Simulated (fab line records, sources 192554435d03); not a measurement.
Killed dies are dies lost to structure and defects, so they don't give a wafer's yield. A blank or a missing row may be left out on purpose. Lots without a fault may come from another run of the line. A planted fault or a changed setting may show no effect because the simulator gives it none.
Which tool did it? | flow n5_finfet | 9 lots, 27 wafers sampled, at 6 steps of a route of 1938

WHAT THE GAUGES READ, wafer by wafer
N5_BEOL_M4_RC_MEAS_101. Usual: DIBL_N 35.9 mV/V, standard deviation 1.3; DIBL_P 35.9 mV/V, standard deviation 1.5; IOFF_N 0.152 nA/um, standard deviation 0.023; IOFF_P 0.204 nA/um, standard deviation 0.027; ION_N 673 uA/um, standard deviation 9.2; ION_P 462 uA/um, standard deviation 6.7; SS_N 71.4 mV/dec, standard deviation 0.48; SS_P 73.2 mV/dec, standard deviation 0.55; VT_N 250.3 mV, standard deviation 2.6; VT_P -250.6 mV, standard deviation 3.
lot  | measured     | on        | DIBL_N (mV/V)  | DIBL_P (mV/V)  | IOFF_N (nA/um)    | IOFF_P (nA/um)    | ION_N (uA/um) | ION_P (uA/um) | SS_N (mV/dec)  | SS_P (mV/dec)  | VT_N (mV)         | VT_P (mV)            | flag
L292 | day 8 12:53  | prober-02 | 35.2 37.0 37.2 | 35.1 38.1 37.3 | 0.120 0.155 0.149 | 0.163 0.207 0.193 | 662 671 659   | 455 468 450   | 70.9 71.2 71.6 | 72.3 72.6 73.2 | 255.4 251.9 250.1 | -253.8 -251.8 -251.3 |
L295 | day 9 18:23  | prober-02 | 36.5 35.0 36.1 | 37.3 36.3 37.1 | 0.167 0.150 0.163 | 0.198 0.182 0.197 | 677 679 680   | 461 452 462   | 70.8 71.0 71.5 | 74.3 73.0 73.2 | 249.8 252.0 248.3 | -253.7 -254.3 -251.2 |
L297 | day 9 16:45  | prober-01 | 36.4 37.3 35.5 | 35.8 37.5 35.5 | 0.154 0.167 0.135 | 0.200 0.220 0.189 | 679 662 666   | 463 460 463   | 72.0 71.9 71.7 | 73.5 74.8 72.9 | 249.3 248.3 249.8 | -250.5 -250.0 -253.4 |
L310 | day 13 14:14 | prober-02 | 34.5 33.8 35.7 | 36.0 35.6 37.6 | 0.143 0.137 0.164 | 0.198 0.187 0.223 | 681 665 681   | 470 466 467   | 71.5 71.2 71.5 | 73.3 73.1 73.5 | 252.2 253.1 249.4 | -248.9 -253.0 -251.9 |
L312 | day 13 17:28 | prober-02 | 36.1 36.2 35.4 | 36.0 36.6 35.8 | 0.162 0.164 0.149 | 0.183 0.187 0.176 | 675 668 669   | 454 455 452   | 71.9 72.0 71.4 | 73.0 73.8 73.1 | 250.0 248.5 250.2 | -253.1 -255.2 -256.0 |
L314 | day 14 19:56 | prober-01 | 41.0 37.6 38.4 | 40.4 35.8 36.5 | 0.248 0.157 0.177 | 0.306 0.216 0.238 | 686 667 669   | 469 459 455   | 72.2 72.2 71.4 | 74.8 73.7 74.4 | 245.1 251.9 249.1 | -245.4 -252.3 -249.1 |
L315 | day 14 22:47 | prober-02 | 35.3 35.2 35.9 | 34.3 34.4 35.3 | 0.134 0.130 0.146 | 0.219 0.216 0.240 | 657 667 678   | 466 471 477   | 71.6 71.4 71.1 | 73.2 72.1 73.7 | 252.8 249.9 251.0 | -247.0 -247.9 -244.7 |

WHICH TOOL RAN EACH LOT (tool, then ch and the chambers of the sampled wafers, then the start)
lot  | N5_BEOL_M0_ETCH_128                | N5_BEOL_M0_TRENCH_ETCH_107         | N5_BEOL_M0_PRE_CLEAN_113     | N5_BEOL_M0_CVD_115               | N5_BEOL_M0_CMP_120
L292 | rie_diel-05 ch 0,1,3, day 6 02:14  | rie_diel-05 ch 0,1,3, day 6 02:16  | pvd_sputter-03, day 6 03:17  | cvd_co-01 ch 0,1,2, day 6 03:50  | cmp-03 ch 0,1,2, day 6 06:23
L295 | rie_diel-05 ch 0,1, day 6 13:50    | rie_diel-05 ch 0,1, day 6 13:53    | pvd_sputter-01, day 6 18:23  | cvd_co-01 ch 1,2, day 6 18:47    | cmp-03 ch 1,2, day 6 19:45
L297 | rie_diel-05 ch 1,2,3, day 7 02:41  | rie_diel-05 ch 1,2,3, day 7 02:44  | pvd_sputter-02, day 7 03:31  | cvd_co-02 ch 0,2, day 7 04:00    | cmp-01 ch 0,2, day 7 05:13
L306 | rie_diel-04 ch 0,1,2, day 9 10:05  | rie_diel-04 ch 0,1,2, day 9 10:07  | pvd_sputter-03, day 9 10:43  | cvd_co-01 ch 0,1, day 9 11:10    | cmp-01 ch 0,3, day 9 12:16
L308 | rie_diel-02 ch 1,3, day 9 16:49    | rie_diel-02 ch 1,3, day 9 16:52    | pvd_sputter-02, day 9 17:59  | cvd_co-02 ch 0,1,2, day 9 18:26  | cmp-01 ch 0,1, day 9 20:11
L310 | rie_diel-02 ch 1,2,3, day 10 04:28 | rie_diel-02 ch 1,2,3, day 10 04:31 | pvd_sputter-02, day 10 05:32 | cvd_co-02 ch 1,2, day 10 06:08   | cmp-02 ch 1,2, day 10 07:10
L312 | rie_diel-05 ch 0,2, day 10 17:20   | rie_diel-05 ch 0,2, day 10 17:23   | pvd_sputter-02, day 10 18:20 | cvd_co-02 ch 1,2, day 10 18:49   | cmp-01 ch 0,1,2, day 10 20:12
L314 | rie_diel-05 ch 0,2,3, day 11 02:04 | rie_diel-05 ch 0,2,3, day 11 02:06 | pvd_sputter-03, day 11 02:43 | cvd_co-02 ch 0,1,2, day 11 04:49 | cmp-02 ch 1,2,3, day 11 05:53
L315 | rie_diel-04 ch 0,2, day 11 11:49   | rie_diel-04 ch 0,2, day 11 11:52   | pvd_sputter-01, day 11 12:25 | cvd_co-01 ch 0,1, day 11 12:54   | cmp-03 ch 0,3, day 11 13:55
- N5_BEOL_M0_ETCH_128: etches SiCN in CF4/N2, target depth 12 nm, overetch 5.1 nm, time 21.4 s.
- N5_BEOL_M0_TRENCH_ETCH_107: etches SiOC in C4F6/O2, target depth 32.8 nm, time 16.4 s.
- N5_BEOL_M0_PRE_CLEAN_113: time 30 s.
- N5_BEOL_M0_CVD_115: deposits Co from CCTBA/H2, time 120 s.
- N5_BEOL_M0_CMP_120: polishes, stops on SiOC, t overpolish 6.9 s.

WHAT THE TOOLS THEMSELVES READ (means of the sampled wafers that have a number; where no wafer has one, the mark that the record gives instead)
N5_BEOL_M0_ETCH_128. Usual: drypump_motor_current_A 5.9 A, standard deviation 0.36; mfc_ar_sccm 100.0 sccm, standard deviation 0.3; oes_product_au 0.54 a.u., standard deviation 0.051; rf_vpp_V 382.6 V, standard deviation 2.8; showerhead_plenum_p_Torr 2.22 Torr, standard deviation 0.11; throttle_valve_pct 15.39 %, standard deviation 0.17.
lot  | tool        | drypump_motor_current_A (A) | mfc_ar_sccm (sccm) | oes_product_au (a.u.) | rf_vpp_V (V) | showerhead_plenum_p_Torr (Torr) | throttle_valve_pct (%) | flag
L292 | rie_diel-05 | 5.7                         | 100.3              | 0.52                  | 382.2        | 2.20                            | 15.47                  |
L295 | rie_diel-05 | 5.5                         | 100.1              | 0.53                  | 382.1        | 2.21                            | 15.35                  |
L297 | rie_diel-05 | 5.8                         | 100.1              | 0.56                  | 382.4        | 2.23                            | 15.48                  |
L306 | rie_diel-04 | 6.2                         | 99.7               | 0.56                  | 381.1        | 2.19                            | 15.37                  |
L308 | rie_diel-02 | 5.6                         | 100.1              | 0.54                  | 384.5        | 2.30                            | 15.36                  |
L310 | rie_diel-02 | 5.9                         | 100.1              | 0.58                  | 383.7        | 2.25                            | 15.29                  |
L312 | rie_diel-05 | 5.7                         | 99.9               | 0.57                  | 385.0        | 2.32                            | 15.30                  |
L314 | rie_diel-05 | 5.9                         | 99.9               | 0.59                  | 383.3        | 2.29                            | 15.27                  |
L315 | rie_diel-04 | 6.3                         | 100.1              | 0.58                  | 384.0        | 2.27                            | 15.33                  |

N5_BEOL_M0_TRENCH_ETCH_107. Usual: drypump_motor_current_A 5.8 A, standard deviation 0.36; mfc_ar_sccm 300.0 sccm, standard deviation 0.98; oes_product_au 0.79 a.u., standard deviation 0.077; rf_vpp_V 667 V, standard deviation 5.1; showerhead_plenum_p_Torr 2.87 Torr, standard deviation 0.14; throttle_valve_pct 20.80 %, standard deviation 0.18.
lot  | tool        | drypump_motor_current_A (A) | mfc_ar_sccm (sccm) | oes_product_au (a.u.) | rf_vpp_V (V) | showerhead_plenum_p_Torr (Torr) | throttle_valve_pct (%) | flag
L292 | rie_diel-05 | 5.7                         | 299.0              | 0.75                  | 668          | 2.84                            | 20.87                  |
L295 | rie_diel-05 | 5.5                         | 300.1              | 0.76                  | 671          | 2.85                            | 20.74                  |
L297 | rie_diel-05 | 5.8                         | 300.2              | 0.81                  | 668          | 2.87                            | 20.93                  |
L306 | rie_diel-04 | 6.2                         | 300.2              | 0.81                  | 662          | 2.83                            | 20.78                  |
L308 | rie_diel-02 | 5.6                         | 300.4              | 0.78                  | 671          | 2.97                            | 20.78                  |
L310 | rie_diel-02 | 5.9                         | 298.6              | 0.84                  | 670          | 2.90                            | 20.70                  |
L312 | rie_diel-05 | 5.7                         | 300.2              | 0.83                  | 673          | 3.00                            | 20.76                  |
L314 | rie_diel-05 | 5.9                         | 299.2              | 0.86                  | 670          | 2.96                            | 20.72                  |
L315 | rie_diel-04 | 6.3                         | 299.5              | 0.84                  | 666          | 2.92                            | 20.78                  |

N5_BEOL_M0_PRE_CLEAN_113. Usual: heater_power_w 331 W, standard deviation 34.
lot  | tool           | heater_power_w (W) | flag
L292 | pvd_sputter-03 | 315                |
L295 | pvd_sputter-01 | 299                |
L297 | pvd_sputter-02 | 351                |
L306 | pvd_sputter-03 | 317                |
L308 | pvd_sputter-02 | 353                |
L310 | pvd_sputter-02 | 333                |
L312 | pvd_sputter-02 | 351                |
L314 | pvd_sputter-03 | 310                |
L315 | pvd_sputter-01 | 299                |

N5_BEOL_M0_CVD_115. Usual: chamber_pressure_Torr 30.00 Torr, standard deviation 0.065; run_length_s 142.9 s, standard deviation 0.54.
lot  | tool      | chamber_pressure_Torr (Torr) | run_length_s (s) | flag
L292 | cvd_co-01 | 30.01                        | 142.8            |
L295 | cvd_co-01 | 29.97                        | 142.2            |
L297 | cvd_co-02 | 29.94                        | 143.6            |
L306 | cvd_co-01 | -                            | -                | OFF
L308 | cvd_co-02 | -                            | -                | OFF
L310 | cvd_co-02 | 29.92                        | 142.9            |
L312 | cvd_co-02 | 30.07                        | 142.8            |
L314 | cvd_co-02 | 30.04                        | 142.9            |
L315 | cvd_co-01 | 30.02                        | 143.1            |

N5_BEOL_M0_CMP_120. Usual: barrier_field_endpoint_s 3.61 s, standard deviation 0.094; motor_current_A 6.0 A, standard deviation 0.49.
lot  | tool   | barrier_field_endpoint_s (s) | motor_current_A (A) | flag
L292 | cmp-03 | 3.70                         | 6.5                 |
L295 | cmp-03 | 3.72                         | 6.4                 |
L297 | cmp-01 | 3.61                         | 5.7                 |
L306 | cmp-01 | 1.84                         | 5.1                 | OFF
L308 | cmp-01 | 1.85                         | 6.4                 | OFF
L310 | cmp-02 | 3.57                         | 6.0                 |
L312 | cmp-01 | 3.54                         | 6.1                 |
L314 | cmp-02 | 3.67                         | 6.1                 |
L315 | cmp-03 | 3.70                         | 6.2                 |

THE ANSWER, worked out from the rows above alone
Rule: a lot is off if the mean of its wafers that have a number lies more than 3 standard deviations from the usual mean. A lot without any number at a reading at which 4 lots or more have one is off too. The other lots that the step has rows for count as sound. The gauges are gone through in route order, then the tools' own readings, and for those a lot's mean is taken as printed above. The first step at which some lot is off is used, and at that step the reading that is off furthest; a lot without a number counts as furthest.
Off: L306, L308, at N5_BEOL_M0_CVD_115 (chamber_pressure_Torr). Without a number there: L306, L308.
A tool fits if, at that step or a process step before it, it ran every lot that is off, and no sound lot after the first of them. None of those tried fits.

WHAT THE SIMULATOR HAD PUT IN
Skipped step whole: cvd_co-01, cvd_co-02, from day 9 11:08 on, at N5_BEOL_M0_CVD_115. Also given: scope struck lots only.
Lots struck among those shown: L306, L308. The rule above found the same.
